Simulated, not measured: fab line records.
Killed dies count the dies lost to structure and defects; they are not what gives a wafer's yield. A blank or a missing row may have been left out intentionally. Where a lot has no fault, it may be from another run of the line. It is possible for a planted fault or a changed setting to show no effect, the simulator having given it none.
fab line records | flow n5-finfet
record: lots: 24 wafers: 72 last-day: 20
route steps=1938 shown BEOL_M4@1089 BEOL_M5@1128
lots that met no fault: taken from a fault-free run of the same line
start-h: hours from the record's first day to the start of the lot's first wafer shown | wait-h: time in hours since the lot's previous step | " repeats the value in the row above | L1.1+2: several wafers, shown together as one row | - value missing, or start not given | * or withheld: withheld | < > ~ a bound
route shown NAME@n: NAME is a module with steps in the file, n the number in the route of the first one | usual: mean/standard deviation of fault-free wafers | same: alike in all rows | chamber/n: place in a boat | sites: readings site by site | _std_site: their standard deviation | _edge_site: mean of outer sites minus mean of inner sites | radius-mm: how far each site lies from the wafer's centre | mask NAME#n: copy n | behind: the tool/chamber that last shaped the wafer | hold: what put the lot on hold/how long, in hours/how the hold closed | device: names the non-switching transistor (n, p or np) | end of line: the route-end tests of the same wafers | for a step that has no rows: nothing shown but its recipe | killed: dies lost to structure and defects at the first sort, not the wafer's yield | map: dies across one wafer; x = killed, . = not, _ = none there
set.NAME: setting as actually run; set.NAME@STEP: the setting as run at that earlier step | model.NAME: the simulator's own value behind a step, which no gauge read
a sample of lots followed through the steps of the route, with each step as a table and each wafer as a row
services: from which hour (start-h, from the record's first day; less than 0 if before it) a tool's chamber was out of use, for how many hours, and why
== steps ==
step: N5_BEOL_M4_ANNEAL_82
recipe: temp-c: 400 time-s: 240 ambient: vacuum
usual: heater-power-w: 789/110
columns lot.wafer tool chamber start-h wait-h heater-power-w
L075.1 pvd-sputter-03 - 189.16 0.0 783
L075.5 " - " " 703
L075.6 " - " " 774
L074.2 pvd-sputter-01 - 193.05 0.0 893
L074.3 " - " " 744
L074.5 " - " " 749
L076.2 pvd-sputter-03 - 207.88 0.0 788
L076.3 " - " " 634
L076.5 " - " " 705
L077.4 pvd-sputter-02 - 207.95 0.0 875
L077.5 " - " " 795
L077.6 " - " " 705
L078.1 pvd-sputter-01 - 214.51 0.0 752
L078.2 " - " " 885
L078.6 " - " " 781
L079.3 pvd-sputter-03 - 215.58 0.0 634
L079.5 " - " " 630
L079.6 " - " " 796
L081.2 pvd-sputter-03 - 218.48 0.0 1029
L081.5 " - " " 1015
L081.6 " - " " 699
L080.3 pvd-sputter-02 - 218.54 0.0 795
L080.4 " - " " 875
L080.6 " - " " 700
L082.2 pvd-sputter-03 - 221.72 0.0 618
L082.4 " - " " 774
L082.5 " - " " 625
L083.2 pvd-sputter-01 - 245.41 0.0 884
L083.5 " - " " 722
L083.6 " - " " 888
L084.1 pvd-sputter-02 - 264.23 0.0 861
L084.3 " - " " 792
L084.4 " - " " 713
L085.1 pvd-sputter-01 - 280.59 0.0 769
L085.2 " - " " 757
L085.5 " - " " 877
L086.2 pvd-sputter-03 - 285.40 0.0 645
L086.4 " - " " 1019
L086.6 " - " " 785
L087.2 pvd-sputter-03 - 287.99 0.0 793
L087.5 " - " " 626
L087.6 " - " " 1012
L088.1 pvd-sputter-01 - 309.36 0.0 871
L088.2 " - " " 724
L088.4 " - " " 750
L089.1 pvd-sputter-01 - 314.66 0.0 896
L089.2 " - " " 793
L089.6 " - " " 774
L090.2 pvd-sputter-01 - 326.72 0.0 888
L090.4 " - " " 760
L090.6 " - " " 785
L094.2 pvd-sputter-02 - 331.83 0.0 790
L094.3 " - " " 884
L094.5 " - " " 781
L092.3 pvd-sputter-01 - 335.48 0.0 763
L092.4 " - " " 853
L092.5 " - " " 727
L093.1 pvd-sputter-03 - 335.61 0.0 1011
L093.2 " - " " 790
L093.5 " - " " 770
L091.2 pvd-sputter-03 - 338.50 0.0 790
L091.4 " - " " 1025
L091.6 " - " " 795
L095.1 pvd-sputter-03 - 342.20 0.0 1034
L095.4 " - " " 701
L095.5 " - " " 1029
L097.1 pvd-sputter-01 - 351.64 0.0 759
L097.4 " - " " 758
L097.6 " - " " 710
L096.1 pvd-sputter-03 - 359.65 0.0 761
L096.4 " - " " 682
L096.6 " - " " 1017
step: N5_BEOL_M4_SPUTTER_96
recipe: material: Cu target-thk-a: 45 temp-c: -20 chamber-pressure-pa: 0.07 power-w: withheld time-s: 8.29
usual: throttle-valve-pct: 30.4/1.5
columns lot.wafer tool chamber start-h wait-h throttle-valve-pct
L075.1 pvd-sputter-03 - 190.40 0.1 29.8
L075.5 " - " " 29.6
L075.6 " - " " 30.0
L074.2 pvd-sputter-01 - 194.29 0.1 32.9
L074.3 " - " " 28.4
L074.5 " - " " 28.0
L076.2 pvd-sputter-03 - 209.12 0.1 29.8
L076.3 " - " " 30.9
L076.5 " - " " 29.5
L077.4 pvd-sputter-02 - 209.19 0.1 29.1
L077.5 " - " " 29.7
L077.6 " - " " 32.4
L078.1 pvd-sputter-01 - 215.75 0.1 28.3
L078.2 " - " " 33.1
L078.6 " - " " 29.5
L079.3 pvd-sputter-03 - 216.82 0.1 30.8
L079.5 " - " " 30.7
L079.6 " - " " 29.6
L081.2 pvd-sputter-03 - 219.72 0.1 32.1
L081.5 " - " " 32.5
L081.6 " - " " 29.4
L080.3 pvd-sputter-02 - 219.78 0.1 29.2
L080.4 " - " " 29.1
L080.6 " - " " 32.6
L082.2 pvd-sputter-03 - 222.96 0.1 30.9
L082.4 " - " " 29.5
L082.5 " - " " 30.8
L083.2 pvd-sputter-01 - 246.65 0.1 32.6
L083.5 " - " " 29.2
L083.6 " - " " 32.7
L084.1 pvd-sputter-02 - 265.47 0.1 28.9
L084.3 " - " " 29.5
L084.4 " - " " 32.4
L085.1 pvd-sputter-01 - 281.83 0.1 29.8
L085.2 " - " " 28.1
L085.5 " - " " 32.8
L086.2 pvd-sputter-03 - 286.64 0.1 31.1
L086.4 " - " " 32.5
L086.6 " - " " 29.8
L087.2 pvd-sputter-03 - 289.23 0.1 29.9
L087.5 " - " " 30.8
L087.6 " - " " 32.4
L088.1 pvd-sputter-01 - 310.60 0.1 32.9
L088.2 " - " " 29.1
L088.4 " - " " 28.3
L089.1 pvd-sputter-01 - 315.90 0.1 32.7
L089.2 " - " " 29.7
L089.6 " - " " 29.7
L090.2 pvd-sputter-01 - 327.96 0.1 32.5
L090.4 " - " " 29.4
L090.6 " - " " 29.6
L094.2 pvd-sputter-02 - 333.07 0.1 29.6
L094.3 " - " " 29.2
L094.5 " - " " 29.3
L092.3 pvd-sputter-01 - 336.72 0.1 29.7
L092.4 " - " " 32.7
L092.5 " - " " 28.2
L093.1 pvd-sputter-03 - 336.85 0.1 32.3
L093.2 " - " " 29.5
L093.5 " - " " 29.7
L091.2 pvd-sputter-03 - 339.74 0.1 30.0
L091.4 " - " " 32.4
L091.6 " - " " 29.9
L095.1 pvd-sputter-03 - 343.44 0.1 32.3
L095.4 " - " " 29.0
L095.5 " - " " 32.3
L097.1 pvd-sputter-01 - 352.88 0.1 28.3
L097.4 " - " " 30.0
L097.6 " - " " 29.5
L096.1 pvd-sputter-03 - 360.89 0.1 29.8
L096.4 " - " " 29.2
L096.6 " - " " 32.4
step: N5_BEOL_M4_INSPECT_59
recipe: inspect-instrument: darkfield mode: post-dep
usual: raw-defect-count: 62/21
columns lot.wafer tool chamber start-h wait-h raw-defect-count
L075.1 defect-inspect-01 - 191.54 0.0 76
L075.5 " - " " 67
L075.6 " - " " 59
L074.2 defect-inspect-02 - 195.36 0.0 62
L074.3 " - " " 59
L074.5 " - " " 48
L076.2 defect-inspect-02 - 210.43 0.0 98
L076.3 " - " " 70
L076.5 " - " " 89
L077.4 defect-inspect-01 - 210.49 0.0 65
L077.5 " - " " 65
L077.6 " - " " 53
L078.1 defect-inspect-01 - 216.85 0.0 37
L078.2 " - " " 43
L078.6 " - " " 41
L079.3 defect-inspect-01 - 218.00 0.0 49
L079.5 " - " " 51
L079.6 " - " " 62
L081.2 defect-inspect-01 - 220.80 0.0 39
L081.5 " - " " 51
L081.6 " - " " 46
L080.3 defect-inspect-01 - 221.00 0.0 57
L080.4 " - " " 70
L080.6 " - " " 56
L082.2 defect-inspect-02 - 224.07 0.0 86
L082.4 " - " " 44
L082.5 " - " " 56
L083.2 defect-inspect-01 - 247.72 0.0 67
L083.5 " - " " 85
L083.6 " - " " 58
L084.1 defect-inspect-01 - 266.55 0.0 84
L084.3 " - " " 121
L084.4 " - " " 86
L085.1 defect-inspect-02 - 282.95 0.0 57
L085.2 " - " " 64
L085.5 " - " " 70
L086.2 defect-inspect-01 - 287.77 0.0 112
L086.4 " - " " 68
L086.6 " - " " 103
L087.2 defect-inspect-01 - 290.31 0.0 54
L087.5 " - " " 48
L087.6 " - " " 101
L088.1 defect-inspect-01 - 311.67 0.0 79
L088.2 " - " " 73
L088.4 " - " " 79
L089.1 defect-inspect-01 - 317.19 0.0 56
L089.2 " - " " 86
L089.6 " - " " 103
L090.2 defect-inspect-01 - 329.15 0.0 44
L090.4 " - " " 53
L090.6 " - " " 47
L094.2 defect-inspect-02 - 334.35 0.0 70
L094.3 " - " " 51
L094.5 " - " " 45
L092.3 defect-inspect-01 - 338.13 0.0 62
L092.4 " - " " 20
L092.5 " - " " 56
L093.1 defect-inspect-01 - 338.60 0.0 48
L093.2 " - " " 56
L093.5 " - " " 57
L091.2 defect-inspect-02 - 340.90 0.0 76
L091.4 " - " " 53
L091.6 " - " " 58
L095.1 defect-inspect-02 - 344.59 0.0 105
L095.4 " - " " 133
L095.5 " - " " 63
L097.1 defect-inspect-01 - 355.97 0.0 32
L097.4 " - " " 37
L097.6 " - " " 39
L096.1 defect-inspect-01 - 363.26 0.0 53
L096.4 " - " " 34
L096.6 " - " " 35
step: N5_BEOL_M4_RC_MEAS_101
usual: DIBL_N: 36.3/1.2 DIBL_P: 36.3/1.4 IOFF_N: 0.160/0.02 IOFF_P: 0.210/0.025 ION_N: 675/9.5 ION_P: 462/7 SS_N: 71.5/0.53 SS_P: 73.4/0.55 VT_N: 249.5/2.6 VT_P: -250.1/2.9
columns lot.wafer tool chamber start-h wait-h DIBL_N[mV/V] DIBL_P[mV/V] IOFF_N[nA/um] IOFF_P[nA/um] ION_N[uA/um] ION_P[uA/um] SS_N[mV/dec] SS_P[mV/dec] VT_N[mV] VT_P[mV]
L075.1 prober-01 0 191.57 0.0 34.6 33.6 0.135 0.161 666 450 72.3 72.7 252.2 -252.7
L075.5 " 0 " " 34.2 32.9 0.121 0.154 663 452 71.7 73.2 251.1 -256.1
L075.6 " 0 " " 36.5 36.7 0.167 0.203 674 462 72.4 73.9 250.2 -251.2
L074.2 prober-01 0 195.54 0.2 36.1 36.3 0.164 0.226 678 466 71.2 72.9 249.9 -248.1
L074.3 " 0 " " 35.3 35.3 0.164 0.217 682 462 71.3 73.2 249.6 -246.8
L074.5 " 0 " " 34.3 34.0 0.140 0.194 667 458 70.9 73.2 252.4 -250.2
L076.2 prober-02 0 210.61 0.2 36.3 34.9 0.153 0.215 677 470 71.7 73.4 250.1 -252.6
L076.3 " 0 " " 34.5 32.6 0.122 0.183 668 466 70.6 73.0 249.7 -251.5
L076.5 " 0 " " 35.9 34.7 0.137 0.208 664 461 70.9 74.0 249.9 -249.6
L077.4 prober-01 0 210.98 0.5 35.4 37.2 0.147 0.184 676 449 71.5 72.9 252.4 -253.0
L077.5 " 0 " " 35.3 36.7 0.145 0.182 670 456 71.5 73.2 252.5 -253.3
L077.6 " 0 " " 35.5 36.8 0.142 0.176 670 454 72.1 73.9 255.6 -251.6
L078.1 prober-01 0 216.87 0.0 37.5 36.8 0.145 0.188 653 450 71.6 73.6 254.1 -254.0
L078.2 " 0 " " 37.3 36.6 0.143 0.180 662 453 71.6 73.6 252.0 -252.6
L078.6 " 0 " " 39.3 38.2 0.168 0.201 665 455 72.5 73.5 250.0 -252.0
L079.3 prober-02 0 218.33 0.3 36.7 37.4 0.178 0.258 679 466 71.6 74.1 245.1 -243.4
L079.5 " 0 " " 36.0 36.1 0.155 0.236 667 460 71.6 73.8 250.2 -246.4
L079.6 " 0 " " 35.7 35.6 0.147 0.217 668 460 71.5 73.6 247.7 -246.2
L081.2 prober-02 0 220.98 0.2 35.0 36.0 0.131 0.170 653 447 71.3 72.8 253.0 -252.7
L081.5 " 0 " " 36.5 37.3 0.165 0.196 668 458 72.1 74.0 248.6 -252.3
L081.6 " 0 " " 34.5 36.1 0.131 0.177 650 446 71.4 74.1 252.1 -253.2
L080.3 prober-01 0 221.34 0.3 37.9 36.3 0.179 0.211 692 467 71.9 73.8 249.8 -250.3
L080.4 " 0 " " 37.2 37.1 0.172 0.231 684 469 71.8 73.4 250.0 -247.6
L080.6 " 0 " " 36.4 35.5 0.152 0.203 677 462 72.2 73.8 251.3 -250.0
L082.2 prober-02 0 224.25 0.2 35.1 36.0 0.153 0.219 669 472 71.1 73.1 248.4 -247.9
L082.4 " 0 " " 35.5 35.5 0.151 0.206 672 463 71.0 73.2 249.5 -250.1
L082.5 " 0 " " 36.0 37.3 0.173 0.240 684 472 70.8 73.6 247.6 -244.8
L083.2 prober-02 0 247.90 0.2 36.4 35.8 0.157 0.224 671 462 71.4 72.4 251.7 -247.5
L083.5 " 0 " " 34.4 34.2 0.134 0.198 666 465 70.9 72.1 250.7 -250.9
L083.6 " 0 " " 34.4 33.7 0.129 0.191 661 461 71.1 72.8 250.5 -251.9
L084.1 prober-01 0 266.57 0.0 37.4 37.5 0.188 0.264 683 474 71.3 72.9 245.9 -243.1
L084.3 " 0 " " 38.1 37.9 0.201 0.283 684 473 71.3 73.1 244.1 -245.8
L084.4 " 0 " " 38.0 37.0 0.192 0.258 691 472 71.4 73.5 246.1 -245.2
L085.1 prober-02 0 282.97 0.0 35.2 34.7 0.131 0.185 658 450 71.7 73.8 254.0 -251.0
L085.2 " 0 " " 35.2 36.1 0.147 0.210 684 468 70.9 73.9 251.6 -248.5
L085.5 " 0 " " 36.1 36.3 0.147 0.188 664 453 71.8 73.7 252.1 -253.5
L086.2 prober-02 0 287.95 0.2 36.9 36.0 0.189 0.241 691 476 72.0 73.2 243.7 -246.1
L086.4 " 0 " " 36.4 36.5 0.184 0.248 687 469 71.9 73.6 244.9 -246.3
L086.6 " 0 " " 35.2 34.8 0.161 0.212 682 465 71.8 73.0 248.2 -247.9
L087.2 prober-01 0 290.49 0.2 37.2 37.4 0.169 0.239 684 459 72.5 73.6 247.4 -250.6
L087.5 " 0 " " 37.8 37.3 0.180 0.244 679 466 72.3 73.9 245.2 -247.5
L087.6 " 0 " " 37.4 37.1 0.168 0.236 679 470 71.8 72.7 250.2 -246.4
L088.1 prober-02 0 311.70 0.0 36.7 36.2 0.163 0.195 665 451 71.7 73.4 248.8 -249.6
L088.2 " 0 " " 38.7 38.6 0.209 0.239 682 460 72.5 73.7 246.4 -246.2
L088.4 " 0 " " 35.9 35.9 0.159 0.207 675 461 72.3 73.2 248.9 -251.1
L089.1 prober-01 0 317.22 0.0 36.4 36.7 0.158 0.191 683 464 72.2 73.5 251.5 -252.5
L089.2 " 0 " " 35.2 36.0 0.150 0.186 678 459 72.1 72.6 249.7 -253.6
L089.6 " 0 " " 37.0 38.2 0.183 0.222 688 469 72.0 74.2 247.0 -250.8
L090.2 prober-01 0 329.33 0.2 37.6 37.1 0.161 0.217 668 463 72.0 73.6 248.7 -250.7
L090.4 " 0 " " 37.5 38.0 0.166 0.232 672 459 72.5 74.2 250.3 -246.4
L090.6 " 0 " " 35.9 35.6 0.140 0.205 672 463 71.4 73.5 249.4 -251.9
L094.2 prober-01 0 334.53 0.2 35.8 36.4 0.172 0.200 682 461 70.8 73.0 246.2 -253.4
L094.3 " 0 " " 35.5 34.8 0.154 0.179 676 458 71.4 73.1 247.9 -254.3
L094.5 " 0 " " 34.8 34.7 0.147 0.184 677 464 70.5 72.1 250.8 -251.8
L092.3 prober-02 0 338.46 0.3 36.9 37.5 0.162 0.215 668 463 71.9 73.5 250.5 -248.9
L092.4 " 0 " " 39.5 40.0 0.206 0.265 685 464 71.7 74.6 248.3 -246.1
L092.5 " 0 " " 38.2 38.9 0.186 0.236 674 457 71.6 74.7 249.9 -248.1
L093.1 prober-01 0 338.63 0.0 38.0 38.8 0.173 0.213 667 454 71.4 73.9 249.4 -251.8
L093.2 " 0 " " 35.9 35.7 0.131 0.184 659 449 70.8 73.0 253.3 -254.3
L093.5 " 0 " " 35.7 35.6 0.134 0.183 650 449 71.6 72.8 253.9 -253.9
L091.2 prober-02 0 341.08 0.2 37.2 34.9 0.162 0.192 673 456 71.7 73.2 248.4 -251.6
L091.4 " 0 " " 35.2 33.0 0.126 0.172 674 459 71.4 73.3 256.2 -251.6
L091.6 " 0 " " 37.3 35.3 0.164 0.212 678 460 71.6 73.9 250.0 -249.3
L095.1 prober-01 0 344.62 0.0 36.0 36.6 0.165 0.215 682 462 71.3 73.0 247.6 -251.8
L095.4 " 0 " " 35.2 35.6 0.144 0.190 674 462 70.7 73.1 250.9 -250.1
L095.5 " 0 " " 35.2 35.0 0.141 0.183 679 466 71.6 73.3 252.5 -251.1
L097.1 prober-01 0 356.00 0.0 33.8 35.9 0.157 0.187 675 459 70.8 73.3 248.4 -252.7
L097.4 " 0 " " 35.6 36.3 0.190 0.194 668 452 71.2 73.7 248.9 -254.3
L097.6 " 0 " " 36.2 37.2 0.183 0.204 668 452 71.7 74.0 250.5 -252.4
L096.1 prober-02 0 363.29 0.0 35.3 36.4 0.154 0.208 679 472 71.6 72.7 247.8 -249.9
L096.4 " 0 " " 34.8 34.8 0.143 0.183 683 466 70.8 72.7 248.7 -250.5
L096.6 " 0 " " 34.6 35.8 0.151 0.206 691 466 71.3 72.1 250.1 -247.9
step: N5_BEOL_M5_INSPECT_13
recipe: mode: adi inspect-instrument: brightfield
usual: raw-defect-count: 377/84
columns lot.wafer tool chamber start-h wait-h raw-defect-count
L075.1 defect-inspect-01 - 196.33 0.1 299
L075.5 " - " " 292
L075.6 " - " " 282
L074.2 defect-inspect-02 - 197.81 0.0 297
L074.3 " - " " 425
L074.5 " - " " 360
L076.2 defect-inspect-01 - 213.57 0.0 521
L076.3 " - " " 379
L076.5 " - " " 485
L077.4 defect-inspect-02 - 213.61 0.0 570
L077.5 " - " " 419
L077.6 " - " " 389
L078.1 defect-inspect-01 - 220.55 0.1 303
L078.2 " - " " 316
L078.6 " - " " 334
L079.3 defect-inspect-01 - 220.70 0.0 398
L079.5 " - " " 364
L079.6 " - " " 432
L081.2 defect-inspect-02 - 223.83 0.0 344
L081.5 " - " " 264
L081.6 " - " " 309
L080.3 defect-inspect-01 - 225.46 0.0 306
L080.4 " - " " 489
L080.6 " - " " 584
L082.2 defect-inspect-02 - 226.97 0.0 405
L082.4 " - " " 366
L082.5 " - " " 373
L083.2 defect-inspect-01 - 251.60 0.0 419
L083.5 " - " " 336
L083.6 " - " " 411
L084.1 defect-inspect-01 - 268.95 0.1 490
L084.3 " - " " 502
L084.4 " - " " 447
L085.1 defect-inspect-02 - 285.10 0.1 348
L085.2 " - " " 363
L085.5 " - " " 504
L086.2 defect-inspect-02 - 291.88 0.1 402
L086.4 " - " " 352
L086.6 " - " " 519
L087.2 defect-inspect-01 - 295.04 0.0 337
L087.5 " - " " 328
L087.6 " - " " 519
L088.1 defect-inspect-01 - 315.58 0.1 462
L088.2 " - " " 526
L088.4 " - " " 451
L089.1 defect-inspect-01 - 320.05 0.1 226
L089.2 " - " " 329
L089.6 " - " " 316
L090.2 defect-inspect-02 - 331.68 0.0 292
L090.4 " - " " 400
L090.6 " - " " 356
L094.2 defect-inspect-01 - 337.74 0.1 328
L094.3 " - " " 296
L094.5 " - " " 304
L092.3 defect-inspect-02 - 341.03 0.0 355
L092.4 " - " " 264
L092.5 " - " " 335
L093.1 defect-inspect-02 - 341.32 0.1 492
L093.2 " - " " 385
L093.5 " - " " 388
L091.2 defect-inspect-02 - 344.16 0.0 485
L091.4 " - " " 439
L091.6 " - " " 486
L095.1 defect-inspect-01 - 347.54 0.1 514
L095.4 " - " " 452
L095.5 " - " " 308
L097.1 defect-inspect-01 - 358.89 0.1 239
L097.4 " - " " 360
L097.6 " - " " 352
L096.1 defect-inspect-02 - 366.77 0.1 331
L096.4 " - " " 314
L096.6 " - " " 276
step: N5_BEOL_M5_DESCUM_16
recipe: chemistry: O2 time-s: 7 source-power-w: 50 bias-power-w: 20 pressure-mtorr: 20 rf-frequency-hz: 2.712e+07 temp-c: 40 resist: CAR-EUV o2-flow-sccm: 225
usual: drypump-motor-current-A: 5.4/0.45 oes-product-au: 0.76/0.086 rf-vpp-V: 243.8/1.3 showerhead-plenum-p-Torr: 2.14/0.061 throttle-valve-pct: 20.45/0.21
columns lot.wafer tool chamber start-h wait-h drypump-motor-current-A oes-product-au rf-hours-counter-h rf-vpp-V showerhead-plenum-p-Torr throttle-valve-pct
L075.1 rie-diel-04 1 196.36 0.0 6.1 0.68 236 241.5 1.98 20.48
L075.5 " 1 " " 6.1 0.68 - 240.8 1.98 20.47
L075.6 " 2 " " 5.5 0.71 - 242.3 2.07 20.49
L074.2 rie-diel-04 2 197.94 0.1 5.5 0.72 198 242.4 2.07 20.49
L074.3 " 3 " " 5.7 0.76 144 242.9 2.10 20.31
L074.5 " 3 " " 5.6 0.75 - 243.4 2.10 20.33
L076.2 rie-diel-01 1 213.72 0.1 5.8 0.69 240 244.7 2.15 20.72
L076.3 " 0 " " 5.4 0.75 154 243.9 2.18 20.26
L076.5 " 3 " " 4.6 0.74 - 244.5 2.16 20.27
L077.4 rie-diel-04 3 213.90 0.3 5.7 0.74 151 241.9 2.10 20.32
L077.5 " 2 " " 5.5 0.70 - 243.3 2.07 20.50
L077.6 " 1 " " 6.1 0.67 - 241.0 1.98 20.48
L078.1 rie-diel-02 1 220.58 0.0 5.0 0.74 162 244.2 2.18 20.24
L078.2 " 0 " " 5.0 0.68 210 243.7 2.16 20.58
L078.6 " 1 " " 5.0 0.74 - 244.2 2.18 20.23
L079.3 rie-diel-02 1 220.81 0.1 5.0 0.75 162 244.6 2.18 20.22
L079.5 " 2 " " 4.8 0.82 - 244.7 2.20 20.84
L079.6 " 3 " " 5.5 0.80 - 246.7 2.20 20.17
L081.2 rie-diel-01 3 223.86 0.0 4.6 0.73 183 245.2 2.16 20.26
L081.5 " 1 " " 5.8 0.69 - 242.7 2.15 20.75
L081.6 " 2 " " 5.0 0.75 - 242.5 2.10 20.67
L080.3 rie-diel-04 3 225.50 0.0 5.6 0.75 154 244.1 2.10 20.34
L080.4 " 1 " " 6.1 0.67 247 242.6 1.97 20.47
L080.6 " 1 " " 6.1 0.67 - 239.9 1.97 20.49
L082.2 rie-diel-01 3 227.08 0.1 4.6 0.72 183 245.0 2.16 20.26
L082.4 " 1 " " 5.7 0.69 245 243.5 2.15 20.73
L082.5 " 3 " " 4.6 0.73 - 243.3 2.16 20.25
L083.2 rie-diel-04 2 251.85 0.2 5.5 0.69 217 241.7 2.06 20.53
L083.5 " 0 " " 6.1 0.94 - 245.3 2.14 20.43
L083.6 " 2 " " 5.5 0.70 - 243.1 2.06 20.52
L084.1 rie-diel-04 1 269.10 0.2 6.1 0.97 2 247.9 2.24 20.18
L084.3 " 2 " " 5.5 0.69 222 240.7 2.06 20.52
L084.4 " 0 " " 6.1 0.93 19 244.0 2.14 20.44
L085.1 rie-diel-04 3 285.13 0.0 5.7 0.73 173 242.2 2.09 20.36
L085.2 " 1 " " 6.1 0.96 6 242.7 2.23 20.18
L085.5 " 1 " " 6.1 0.96 - 245.2 2.23 20.15
L086.2 rie-diel-02 1 291.92 0.0 5.0 0.74 183 243.1 2.18 20.27
L086.4 " 0 " " 5.0 0.67 230 242.6 2.15 20.58
L086.6 " 2 " " 4.8 0.81 - 244.9 2.19 20.89
L087.2 rie-diel-02 3 295.07 0.0 5.5 0.79 109 245.0 2.19 20.18
L087.5 " 1 " " 5.1 0.74 - 246.4 2.18 20.26
L087.6 " 3 " " 5.5 0.79 - 243.9 2.19 20.19
L088.1 rie-diel-02 2 315.74 0.2 4.8 0.80 107 244.6 2.19 20.90
L088.2 " 1 " " 5.0 0.73 193 243.5 2.17 20.26
L088.4 " 3 " " 5.5 0.78 118 244.0 2.19 20.20
L089.1 rie-diel-02 0 320.27 0.2 5.1 0.66 241 246.2 2.15 20.61
L089.2 " 2 " " 4.8 0.80 108 245.3 2.19 20.88
L089.6 " 3 " " 5.5 0.78 - 244.2 2.18 20.21
L090.2 rie-diel-02 0 331.71 0.0 5.1 0.65 245 242.8 2.14 20.61
L090.4 " 2 " " 4.8 0.80 112 244.5 2.19 20.90
L090.6 " 2 " " 4.8 0.79 - 243.7 2.19 20.89
L094.2 rie-diel-01 3 337.77 0.0 4.6 0.71 216 244.2 2.15 20.31
L094.3 " 2 " " 4.9 0.72 198 242.3 2.09 20.70
L094.5 " 2 " " 4.9 0.72 - 243.5 2.09 20.71
L092.3 rie-diel-02 3 341.07 0.0 5.5 0.76 125 243.1 2.18 20.21
L092.4 " 2 " " 4.8 0.80 114 243.4 2.19 20.90
L092.5 " 0 " " 5.0 0.65 - 244.6 2.14 20.62
L093.1 rie-diel-04 1 341.36 0.0 6.1 0.91 24 244.5 2.23 20.19
L093.2 " 0 " " 6.1 0.90 40 242.7 2.13 20.49
L093.5 " 3 " " 5.6 0.72 - 243.4 2.08 20.39
L091.2 rie-diel-02 3 344.19 0.0 5.5 0.77 126 243.7 2.18 20.21
L091.4 " 1 " " 5.1 0.73 200 244.1 2.17 20.29
L091.6 " 1 " " 5.0 0.72 - 245.1 2.17 20.29
L095.1 rie-diel-04 1 347.58 0.0 6.1 0.90 26 246.6 2.23 20.21
L095.4 " 2 " " 5.5 0.67 246 241.7 2.05 20.57
L095.5 " 3 " " 5.6 0.71 - 242.6 2.08 20.37
L097.1 rie-diel-02 2 358.93 0.0 4.8 0.79 118 242.2 2.19 20.91
L097.4 " 1 " " 5.1 0.71 - 241.9 2.17 20.30
L097.6 " 0 " " 5.1 0.65 - 244.0 2.14 20.62
L096.1 rie-diel-04 3 366.86 0.1 5.6 0.71 195 242.8 2.08 20.39
L096.4 " 0 " " 6.1 0.88 46 243.1 2.13 20.49
L096.6 " 1 " " 6.1 0.89 - 244.8 2.23 20.22
== services ==
columns tool chamber start-h hours kind
rie-diel-04 1 180.16 11.0 repair
rie-diel-04 0 191.20 - clean
rie-diel-04 0 191.20 - consumable-replace:focus-ring
rie-diel-04 0 191.20 20.1 scheduled-down
rie-diel-04 0 191.20 20.1 vent-cycle
rie-diel-02 - 195.75 0.3 repair
rie-diel-02 3 210.60 4.7 repair
rie-diel-04 1 237.23 - clean
rie-diel-04 1 237.23 - consumable-replace:focus-ring
rie-diel-04 1 237.23 - consumable-replace:showerhead
rie-diel-04 1 237.23 24.6 scheduled-down
rie-diel-04 1 237.23 24.6 vent-cycle
rie-diel-02 - 249.18 0.2 repair
rie-diel-01 1 251.59 - clean
rie-diel-01 1 251.59 - consumable-replace:focus-ring
rie-diel-01 1 291.76 3.0 repair
rie-diel-02 2 294.86 20.4 repair
rie-diel-01 3 342.61 28.4 repair
rie-diel-01 - 343.93 0.2 repair
rie-diel-02 3 351.99 7.2 repair
rie-diel-02 0 359.19 - clean
rie-diel-02 0 359.19 - consumable-replace:focus-ring
rie-diel-02 0 359.19 22.7 scheduled-down
rie-diel-02 0 359.19 22.7 vent-cycle
== key ==
fault none
